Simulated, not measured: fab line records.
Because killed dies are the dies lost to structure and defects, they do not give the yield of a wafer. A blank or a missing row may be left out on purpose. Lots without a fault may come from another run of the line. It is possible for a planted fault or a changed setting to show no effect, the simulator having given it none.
Chamber matching :: flow nand harc :: NHARC_A_M1_PRE_CLEAN_32 on pecvd-04: 3 sister chambers
The step time 12 s. 24 wafers are shown with their chamber, then 12 later ones without.

== WAFERS WITH THEIR CHAMBER ==
wafer: L074.2
chamber: 1
heater power w (W): 675
rf fwd power W (W): 292.8

wafer: L074.3
chamber: 0
heater power w (W): 608
rf fwd power W (W): 291.6

wafer: L074.5
chamber: 1
heater power w (W): 706
rf fwd power W (W): 293.8

wafer: L075.2
chamber: 2
heater power w (W): 514
rf fwd power W (W): 293.2

wafer: L075.3
chamber: 1
heater power w (W): 674
rf fwd power W (W): 290.6

wafer: L075.4
chamber: 1
heater power w (W): 666
rf fwd power W (W): 292.5

wafer: L084.3
chamber: 0
heater power w (W): 523
rf fwd power W (W): 293.5

wafer: L084.4
chamber: 2
heater power w (W): 609
rf fwd power W (W): 290.7

wafer: L084.6
chamber: 1
heater power w (W): 670
rf fwd power W (W): 294.2

wafer: L082.1
chamber: 2
heater power w (W): 599
rf fwd power W (W): 290.2

wafer: L082.4
chamber: 1
heater power w (W): 609
rf fwd power W (W): 290.8

wafer: L082.5
chamber: 2
heater power w (W): 581
rf fwd power W (W): 291.4

wafer: L083.1
chamber: 2
heater power w (W): 513
rf fwd power W (W): 291.0

wafer: L083.2
chamber: 0
heater power w (W): 576
rf fwd power W (W): 293.8

wafer: L083.6
chamber: 1
heater power w (W): 613
rf fwd power W (W): 291.8

wafer: L085.2
chamber: 1
heater power w (W): 628
rf fwd power W (W): 294.1

wafer: L085.3
chamber: 2
heater power w (W): 591
rf fwd power W (W): 291.8

wafer: L085.6
chamber: 0
heater power w (W): 609
rf fwd power W (W): 292.8

wafer: L088.2
chamber: 2
heater power w (W): 498
rf fwd power W (W): 291.8

wafer: L088.4
chamber: 2
heater power w (W): 498
rf fwd power W (W): 292.3

wafer: L088.5
chamber: 0
heater power w (W): 531
rf fwd power W (W): 292.8

wafer: L091.4
chamber: 2
heater power w (W): 565
rf fwd power W (W): 292.2

wafer: L091.5
chamber: 1
heater power w (W): 645
rf fwd power W (W): 292.2

wafer: L091.6
chamber: 0
heater power w (W): 598
rf fwd power W (W): 293.3

SIGNATURES (averages over the wafers above)
reading: heater power w
chamber 0: 574.17
chamber 1: 654.00
chamber 2: 552.00
scatter within a chamber: 39.4

reading: rf fwd power W
chamber 0: 292.967
chamber 1: 292.533
chamber 2: 291.622
scatter within a chamber: 1.07
Rule: a wafer lies at a distance from a chamber equal to the root of the sum of squares, over the readings, of (its reading less the chamber's mean, divided by the reading's scatter). If the next closest chamber is less than 2 further off than the closest, the wafer can't be placed; otherwise it belongs to the closest. The scatter: the root of (the sum of the squares of (reading less its chamber's mean) over the shown wafers, divided by (wafers less chambers)).

== WAFERS WHOSE CHAMBER IS MISSING ==
wafer: L092.3
heater power w (W): 569
rf fwd power W (W): 293.4

wafer: L092.4
heater power w (W): 630
rf fwd power W (W): 293.6

wafer: L092.6
heater power w (W): 590
rf fwd power W (W): 293.4

wafer: L093.1
heater power w (W): 636
rf fwd power W (W): 293.9

wafer: L093.3
heater power w (W): 555
rf fwd power W (W): 292.8

wafer: L093.4
heater power w (W): 566
rf fwd power W (W): 292.4

wafer: L094.4
heater power w (W): 513
rf fwd power W (W): 292.5

wafer: L094.5
heater power w (W): 505
rf fwd power W (W): 291.8

wafer: L094.6
heater power w (W): 604
rf fwd power W (W): 292.2

wafer: L097.1
heater power w (W): 600
rf fwd power W (W): 292.7

wafer: L097.3
heater power w (W): 545
rf fwd power W (W): 292.9

wafer: L097.6
heater power w (W): 548
rf fwd power W (W): 292.5

== EACH ONE'S CHAMBER ==
wafer: L092.3
from the rows above: can't be placed: 0 or 2 or 1
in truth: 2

wafer: L092.4
from the rows above: can't be placed: 1 or 0 or 2
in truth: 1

wafer: L092.6
from the rows above: can't be placed: 0 or 1 or 2
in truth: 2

wafer: L093.1
from the rows above: can't be placed: 1 or 0 or 2
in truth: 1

wafer: L093.3
from the rows above: can't be placed: 0 or 2
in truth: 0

wafer: L093.4
from the rows above: can't be placed: 0 or 2 or 1
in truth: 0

wafer: L094.4
from the rows above: can't be placed: 2 or 0
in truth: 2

wafer: L094.5
from the rows above: can't be placed: 2 or 0
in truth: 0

wafer: L094.6
from the rows above: can't be placed: 0 or 1 or 2
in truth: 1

wafer: L097.1
from the rows above: can't be placed: 0 or 1 or 2
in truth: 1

wafer: L097.3
from the rows above: can't be placed: 0 or 2
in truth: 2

wafer: L097.6
from the rows above: can't be placed: 0 or 2 or 1
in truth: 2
0 of 12 placed correctly. Can't be placed from these rows: 12 (the true chamber is among the candidates in 12). 0 placed wrongly.
